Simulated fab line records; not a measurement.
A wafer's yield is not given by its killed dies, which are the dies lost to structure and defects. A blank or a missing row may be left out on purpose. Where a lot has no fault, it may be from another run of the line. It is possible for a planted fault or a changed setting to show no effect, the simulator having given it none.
Chamber matching	flow nand-harc	NHARC_A_STAIRCASE_TRIM_220 on rie-diel-02: 4 sister chambers
The step chemistry O2, time 211.2 s. 4 wafers are shown with their chamber, then 7 later ones without.

== WAFERS, EACH WITH ITS CHAMBER ==
wafer	chamber	showerhead-plenum-p-Torr (Torr)
L084.4	3	3.27
L086.3	1	3.54
L086.4	0	3.60
L087.5	2	3.77

== WAFERS WITHOUT THEIR CHAMBER ==
wafer	showerhead-plenum-p-Torr (Torr)
L087.6	3.54
L091.2	3.60
L091.3	3.77
L091.4	3.54
L096.4	3.81
L096.5	3.59
L096.6	3.81

== EACH ONE'S CHAMBER ==
wafer	from the rows above	in truth
L087.6	1	1
L091.2	0	0
L091.3	2	2
L091.4	1	1
L096.4	2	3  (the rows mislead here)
L096.5	can't be placed: 0 or 1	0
L096.6	2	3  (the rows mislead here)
Correct placement for 4 of the 7. Can't be placed from these rows: 1 (the true chamber is among the candidates in 1). 2 placed wrongly.
How it was worked out, from the rows above alone: a wafer's distance from a chamber is the root of the sum, over the readings, of the square of ((its reading less the chamber's mean) divided by the reading's scatter). If the next closest chamber is less than 2 further off than the closest, the wafer can't be placed; otherwise it belongs to the closest. The mean given for a chamber averages the wafers shown for that chamber. The scatter: root of mean squared gap, hidden wafer to nearest shown wafer, with one shown wafer a chamber.
